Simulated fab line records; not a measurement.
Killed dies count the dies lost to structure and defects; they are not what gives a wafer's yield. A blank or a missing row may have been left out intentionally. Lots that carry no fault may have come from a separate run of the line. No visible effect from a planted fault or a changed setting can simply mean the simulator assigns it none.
What tool caused it?    flow nand_harc    24 lots with 72 wafers sampled at 6 steps, on a route of 1159 steps

WHAT EACH GAUGE READ, for each wafer
NHARC_A_CONTACT_CD_MEAS_80. Usual: cd_nm reads 189.7 nm (standard deviation 0.83).
lot   measured      on         cd_nm (nm)         flag
L075  day 16 22:54  cd_sem-01  188.0 189.5 187.5  
L074  day 16 23:56  cd_sem-01  188.0 190.0 188.7  
L076  day 17 08:32  cd_sem-01  188.0 189.0 188.4  
L077  day 17 10:08  cd_sem-02  189.3 189.9 190.0  
L078  day 17 18:14  cd_sem-01  190.0 191.0 190.3  
L079  day 17 22:59  cd_sem-03  190.2 190.3 190.0  
L080  day 18 12:04  cd_sem-02  189.1 188.8 189.0  
L081  day 18 15:49  cd_sem-02  190.6 190.5 190.7  
L082  day 19 04:14  cd_sem-02  189.4 189.4 189.3  
L083  day 19 06:02  cd_sem-02  189.4 188.6 188.6  
L084  day 19 06:13  cd_sem-03  190.5 190.1 190.9  
L085  day 19 09:29  cd_sem-03  189.3 189.0 188.7  
L086  day 19 16:30  cd_sem-02  189.5 190.7 189.2  
L088  day 19 19:17  cd_sem-01  190.7 189.9 190.9  
L087  day 19 19:57  cd_sem-01  189.6 190.0 189.5  
L089  day 21 08:46  cd_sem-01  190.6 189.3 189.9  
L092  day 21 09:54  cd_sem-01  189.6 190.1 190.2  
L090  day 21 14:52  cd_sem-01  189.9 190.2 189.3  
L091  day 21 16:29  cd_sem-01  189.2 188.9 189.6  
L093  day 21 21:23  cd_sem-01  190.9 190.0 190.7  
L094  day 22 00:26  cd_sem-03  189.5 189.4 189.3  
L096  day 22 03:21  cd_sem-01  189.4 188.9 190.4  
L095  day 22 09:05  cd_sem-02  189.5 189.2 189.2  
L097  day 22 18:41  cd_sem-03  190.6 190.5 190.4  

TOOL THAT RAN EACH LOT (tool first, then ch and the chambers of the sampled wafers, then the start)
lot   NHARC_A_CONTACT_ETCH_112              NHARC_A_CONTACT_ETCH_90             NHARC_A_CONTACT_ETCH_96                        NHARC_A_CONTACT_ETCH_125              NHARC_A_CONTACT_ETCH_130
L075  har_cap_etch-02 ch 1, day 16 12:22    rie_diel-04 ch 0,1, day 16 14:25    rie_diel-04 ch 0,2,3, day 16 21:01 or earlier  har_cap_etch-03 ch 0,1, day 16 21:01  har_cap_etch-03 ch 0,1, day 16 21:43
L074  har_cap_etch-03 ch 0,1, day 16 12:55  rie_diel-07 ch 0,1,3, day 16 14:32  rie_diel-07 ch 0,1,2, day 16 22:01 or earlier  har_cap_etch-01 ch 0,1, day 16 22:01  har_cap_etch-01 ch 0,1, day 16 22:44
L076  har_cap_etch-02 ch 0,1, day 16 23:55  rie_diel-07 ch 0,1,3, day 17 01:30  rie_diel-07 ch 1,3, day 17 06:40 or earlier    har_cap_etch-03 ch 0,1, day 17 06:40  har_cap_etch-03 ch 0,1, day 17 07:22
L077  har_cap_etch-03 ch 0,1, day 17 01:13  rie_diel-04 ch 0,3, day 17 02:47    rie_diel-04 ch 0,1,3, day 17 08:15 or earlier  har_cap_etch-01 ch 0,1, day 17 08:15  har_cap_etch-01 ch 0,1, day 17 08:58
L078  har_cap_etch-02 ch 0,1, day 17 09:14  rie_diel-04 ch 0,1,2, day 17 10:49  rie_diel-04 ch 0,2,3, day 17 16:20 or earlier  har_cap_etch-03 ch 0,1, day 17 16:20  har_cap_etch-03 ch 0,1, day 17 17:02
L079  har_cap_etch-03 ch 0,1, day 17 13:35  rie_diel-07 ch 0,2, day 17 15:11    rie_diel-07 ch 0,3, day 17 21:04 or earlier    har_cap_etch-01 ch 0, day 17 21:04    har_cap_etch-01 ch 0, day 17 21:46
L080  har_cap_etch-03 ch 0,1, day 18 02:51  rie_diel-04 ch 0,2, day 18 04:26    rie_diel-04 ch 0,1, day 18 04:40               har_cap_etch-03 ch 0,1, day 18 10:08  har_cap_etch-03 ch 0,1, day 18 10:51
L081  har_cap_etch-02 ch 0,1, day 18 06:55  rie_diel-07 ch 0,2,3, day 18 08:32  rie_diel-07 ch 0,2, day 18 13:55 or earlier    har_cap_etch-01 ch 1, day 18 13:55    har_cap_etch-01 ch 1, day 18 14:38
L082  har_cap_etch-02 ch 0,1, day 18 14:39  rie_diel-04 ch 0,2, day 18 16:16    rie_diel-04 ch 0,1,2, day 18 16:25             har_cap_etch-02 ch 0,1, day 19 02:18  har_cap_etch-02 ch 0,1, day 19 03:00
L083  har_cap_etch-03 ch 0,1, day 18 16:23  rie_diel-07 ch 0,1,2, day 18 17:59  rie_diel-07 ch 0,1,3, day 19 04:04 or earlier  har_cap_etch-01 ch 0,1, day 19 04:04  har_cap_etch-01 ch 0,1, day 19 04:46
L084  har_cap_etch-02 ch 0,1, day 18 19:08  rie_diel-02 ch 0,1,3, day 18 20:46  rie_diel-02 ch 0,1,3, day 18 20:52             har_cap_etch-03 ch 0,1, day 19 04:20  har_cap_etch-03 ch 0,1, day 19 05:03
L085  har_cap_etch-01 ch 0,1, day 18 21:24  rie_diel-04 ch 0,1,2, day 18 22:59  rie_diel-04 ch 1,3, day 19 07:35 or earlier    har_cap_etch-01 ch 0, day 19 07:35    har_cap_etch-01 ch 0, day 19 08:18
L086  har_cap_etch-02 ch 0,1, day 19 06:22  rie_diel-04 ch 1,2,3, day 19 07:58  rie_diel-04 ch 0,2,3, day 19 14:29 or earlier  har_cap_etch-02 ch 0,1, day 19 14:29  har_cap_etch-02 ch 0,1, day 19 15:11
L088  har_cap_etch-03 ch 0,1, day 19 08:44  rie_diel-02 ch 2,3, day 19 10:22    rie_diel-02 ch 0,3, day 19 17:19 or earlier    har_cap_etch-03 ch 0,1, day 19 17:19  har_cap_etch-03 ch 0,1, day 19 18:01
L087  har_cap_etch-01 ch 0,1, day 19 10:34  rie_diel-07 ch 0,1,2, day 19 12:10  rie_diel-07 ch 0,1,3, day 19 18:01 or earlier  har_cap_etch-02 ch 0,1, day 19 18:01  har_cap_etch-02 ch 0,1, day 19 18:43
L089  har_cap_etch-01 ch 0,1, day 20 21:26  rie_diel-04 ch 1,2,3, day 20 23:05  rie_diel-04 ch 2,3, day 21 06:37 or earlier    har_cap_etch-03 ch 0,1, day 21 06:37  har_cap_etch-03 ch 0,1, day 21 07:33
L092  har_cap_etch-03 ch 0,1, day 20 21:44  rie_diel-02 ch 0,1,2, day 20 23:20  rie_diel-02 ch 0,1,2, day 21 07:59 or earlier  har_cap_etch-02 ch 0,1, day 21 07:59  har_cap_etch-02 ch 0,1, day 21 08:41
L090  har_cap_etch-02 ch 0, day 21 02:24    rie_diel-04 ch 1,3, day 21 04:00    rie_diel-04 ch 0,1, day 21 04:09               har_cap_etch-03 ch 0, day 21 12:37    har_cap_etch-03 ch 0, day 21 13:19
L091  har_cap_etch-01 ch 0,1, day 21 05:02  rie_diel-07 ch 0,2,3, day 21 06:39  rie_diel-07 ch 0,1,2, day 21 14:37 or earlier  har_cap_etch-02 ch 0,1, day 21 14:37  har_cap_etch-02 ch 0,1, day 21 15:19
L093  har_cap_etch-01 ch 0,1, day 21 12:11  rie_diel-04 ch 1,2, day 21 14:09    rie_diel-04 ch 0,1, day 21 19:28 or earlier    har_cap_etch-02 ch 0,1, day 21 19:28  har_cap_etch-02 ch 0,1, day 21 20:10
L094  har_cap_etch-01 ch 0,1, day 21 15:14  rie_diel-04 ch 1,2, day 21 16:51    rie_diel-04 ch 1,2, day 21 22:32 or earlier    har_cap_etch-03 ch 0,1, day 21 22:32  har_cap_etch-03 ch 0,1, day 21 23:14
L096  har_cap_etch-01 ch 0,1, day 21 18:15  rie_diel-04 ch 0,2,3, day 21 19:51  rie_diel-04 ch 0,1,2, day 22 01:25 or earlier  har_cap_etch-01 ch 0,1, day 22 01:25  har_cap_etch-01 ch 0,1, day 22 02:08
L095  har_cap_etch-02 ch 0,1, day 21 23:34  rie_diel-04 ch 1,2, day 22 01:16    rie_diel-04 ch 0,2,3, day 22 07:12 or earlier  har_cap_etch-01 ch 0,1, day 22 07:12  har_cap_etch-01 ch 0,1, day 22 07:55
L097  har_cap_etch-02 ch 0,1, day 22 09:49  rie_diel-02 ch 0,1,2, day 22 11:23  rie_diel-02 ch 0,2, day 22 16:48 or earlier    har_cap_etch-03 ch 0,1, day 22 16:48  har_cap_etch-03 ch 0,1, day 22 17:31
- NHARC_A_CONTACT_ETCH_112: etches the open film in C4F8/O2/Ar, time 94 s, target depth 922 nm.
- NHARC_A_CONTACT_ETCH_90: etches the open film in CH3F/O2, target depth 40 nm, time 85.7 s.
- NHARC_A_CONTACT_ETCH_96: etches the open film in C4F6/O2, target depth 20 nm, time 10 s.
- NHARC_A_CONTACT_ETCH_125: etches the open film in C4F8/O2/Ar, time 155 s, target depth 956 nm.
- NHARC_A_CONTACT_ETCH_130: etches the open film in C4F8/O2/Ar, time 155 s, target depth 956 nm.

AS READ BY THE TOOLS THEMSELVES (means over the sampled wafers that have a number; for cases with no such wafer, the mark the record gives instead)
NHARC_A_CONTACT_ETCH_90. Usual: drypump_motor_current_A 5.7 A, standard deviation 0.48; oes_product_au 0.96 a.u., standard deviation 0.036; rf_vpp_V 244.3 V, standard deviation 1.4; showerhead_plenum_p_Torr 2.45 Torr, standard deviation 0.088; throttle_valve_pct 20.662 %, standard deviation 0.0085.
lot   tool         drypump_motor_current_A (A)  oes_product_au (a.u.)  rf_vpp_V (V)  showerhead_plenum_p_Torr (Torr)  throttle_valve_pct (%)  flag
L075  rie_diel-04  5.4                          0.99                   245.1         2.45                             20.663                  
L074  rie_diel-07  5.8                          0.94                   245.7         2.53                             20.654                  
L076  rie_diel-07  5.8                          0.94                   245.4         2.53                             20.667                  
L077  rie_diel-04  5.4                          1.00                   242.4         2.39                             20.658                  
L078  rie_diel-04  5.5                          0.99                   243.8         2.40                             20.653                  
L079  rie_diel-07  5.6                          0.93                   245.2         2.50                             20.668                  
L080  rie_diel-04  5.5                          0.93                   243.3         2.36                             20.666                  
L081  rie_diel-07  5.9                          1.00                   245.2         2.51                             20.671                  
L082  rie_diel-04  5.5                          1.00                   242.9         2.36                             20.660                  
L083  rie_diel-07  5.7                          1.01                   244.4         2.49                             20.657                  
L084  rie_diel-02  5.8                          0.92                   243.5         2.39                             20.658                  
L085  rie_diel-04  5.4                          0.92                   244.2         2.40                             20.665                  
L086  rie_diel-04  6.0                          0.92                   245.1         2.48                             20.664                  
L088  rie_diel-02  5.5                          0.98                   243.6         2.42                             20.661                  
L087  rie_diel-07  5.7                          0.99                   245.1         2.48                             20.657                  
L089  rie_diel-04  6.0                          0.93                   245.1         2.48                             20.654                  
L092  rie_diel-02  6.0                          0.93                   243.0         2.40                             20.667                  
L090  rie_diel-04  6.0                          0.92                   244.2         2.52                             20.669                  
L091  rie_diel-07  5.9                          0.93                   245.7         2.50                             20.654                  
L093  rie_diel-04  5.8                          0.91                   243.1         2.42                             20.660                  
L094  rie_diel-04  5.7                          0.92                   244.5         2.46                             20.651                  
L096  rie_diel-04  5.7                          0.92                   242.5         2.41                             20.673                  
L095  rie_diel-04  5.8                          0.99                   243.8         2.42                             20.666                  
L097  rie_diel-02  6.0                          1.00                   244.2         2.40                             20.672                  

NHARC_A_CONTACT_ETCH_96. Usual: drypump_motor_current_A 5.7 A, standard deviation 0.48; oes_product_au 0.971 a.u., standard deviation 0.025; rf_vpp_V 546.6 V, standard deviation 2.8; showerhead_plenum_p_Torr 3.91 Torr, standard deviation 0.13; throttle_valve_pct 26.902 %, standard deviation 0.0085.
lot   tool         drypump_motor_current_A (A)  oes_product_au (a.u.)  rf_vpp_V (V)  showerhead_plenum_p_Torr (Torr)  throttle_valve_pct (%)  flag
L075  rie_diel-04  5.7                          0.979                  545.9         3.86                             26.902                  
L074  rie_diel-07  5.7                          0.948                  548.3         3.98                             26.894                  
L076  rie_diel-07  5.8                          0.954                  548.3         4.01                             26.900                  
L077  rie_diel-04  5.7                          0.997                  546.8         3.93                             26.906                  
L078  rie_diel-04  5.7                          0.994                  546.2         3.86                             26.905                  
L079  rie_diel-07  6.0                          0.956                  550.1         4.06                             26.900                  
L080  rie_diel-04  5.2                          0.970                  543.8         3.80                             26.906                  
L081  rie_diel-07  5.8                          1.011                  548.3         3.94                             26.899                  
L082  rie_diel-04  5.4                          0.994                  544.9         3.84                             26.900                  
L083  rie_diel-07  5.8                          1.011                  548.5         4.03                             26.905                  
L084  rie_diel-02  5.8                          0.943                  545.1         3.82                             26.906                  
L085  rie_diel-04  6.0                          0.937                  548.4         4.03                             26.895                  
L086  rie_diel-04  5.7                          0.939                  545.9         3.85                             26.903                  
L088  rie_diel-02  5.5                          0.983                  544.6         3.81                             26.910                  
L087  rie_diel-07  5.8                          1.000                  548.5         4.02                             26.898                  
L089  rie_diel-04  6.3                          0.949                  547.3         3.97                             26.902                  
L092  rie_diel-02  6.0                          0.966                  545.0         3.84                             26.897                  
L090  rie_diel-04  5.1                          0.948                  544.9         3.80                             26.909                  
L091  rie_diel-07  5.7                          0.963                  547.2         3.96                             26.911                  
L093  rie_diel-04  5.4                          0.951                  546.4         3.90                             26.902                  
L094  rie_diel-04  5.7                          0.956                  547.3         3.93                             26.895                  
L096  rie_diel-04  5.4                          0.953                  545.4         3.83                             26.898                  
L095  rie_diel-04  5.7                          0.997                  545.0         3.85                             26.893                  
L097  rie_diel-02  5.9                          0.999                  546.2         3.86                             26.901                  

THE ANSWER, worked out from the rows above alone
Rule: a lot is off if the mean of its wafers that have a number lies more than 3 standard deviations from the usual mean. Also off: a lot with no number at a reading for which 4 or more lots have one. Where the step has rows for the other lots, those lots are counted as sound. First the gauges in route order, then the tools' own readings, where a lot's mean is used as printed above. At the first step where some lot is off, the reading lying furthest off is the one used; lots without a number count as furthest.
None of the lots is off at any reading shown; this tells nothing.

WHAT HAD BEEN PUT IN BY THE SIMULATOR
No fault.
